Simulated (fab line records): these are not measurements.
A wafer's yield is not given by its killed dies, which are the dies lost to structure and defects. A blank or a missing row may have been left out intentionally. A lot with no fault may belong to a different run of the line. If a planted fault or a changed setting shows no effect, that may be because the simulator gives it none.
Matching of chambers + flow n5 finfet + 3 sister chambers for N5_BEOL_M10_ILD_DEP_00 on pecvd-03
The step deposits SiCOH lowk from DEMS/porogen, target thk 308.51 nm, time 58 s. 6 wafers are shown with their chamber, then 8 later ones without.

== EACH WAFER AND ITS CHAMBER ==
| wafer  | chamber | throttle valve pct (%) | showerhead plenum p Torr (Torr) |
|--------|---------|------------------------|---------------------------------|
| L084.3 | 1       | 13.5                   | 5.736                           |
| L084.5 | 0       | 14.5                   | 5.741                           |
| L086.1 | 2       | 12.2                   | 5.730                           |
| L086.2 | 1       | 13.6                   | 5.733                           |
| L086.3 | 0       | 14.6                   | 5.736                           |
| L085.2 | 2       | 12.3                   | 5.735                           |

== WAFERS WHOSE CHAMBER IS MISSING ==
| wafer  | throttle valve pct (%) | showerhead plenum p Torr (Torr) |
|--------|------------------------|---------------------------------|
| L085.4 | 14.4                   | 5.745                           |
| L085.6 | 13.4                   | 5.749                           |
| L087.1 | 14.8                   | 5.727                           |
| L087.2 | 13.4                   | 5.746                           |
| L087.5 | 13.2                   | 5.728                           |
| L094.4 | 12.6                   | 5.722                           |
| L094.5 | 14.7                   | 5.718                           |
| L094.6 | 13.2                   | 5.734                           |

== CHAMBER TAKEN BY EACH ==
| wafer  | from the rows above | in truth |
|--------|---------------------|----------|
| L085.4 | 0                   | 0        |
| L085.6 | 1                   | 1        |
| L087.1 | 0                   | 0        |
| L087.2 | 1                   | 1        |
| L087.5 | 1                   | 1        |
| L094.4 | 2                   | 2        |
| L094.5 | 0                   | 0        |
| L094.6 | 1                   | 1        |
Placed correctly: 8 of 8. From these rows, 0 cannot be placed. Number placed wrongly: 0.
How it was worked out, from the rows above alone: a wafer's distance from a chamber is the root of the sum, over the readings, of the square of ((its reading less the chamber's mean) divided by the reading's scatter). The wafer belongs to the nearest chamber; if the next one is less than 2 further off, it can't be placed. The mean given for a chamber averages the wafers shown for that chamber. The scatter: the root of (the sum of the squares of (reading less its chamber's mean) over the shown wafers, divided by (wafers less chambers)).
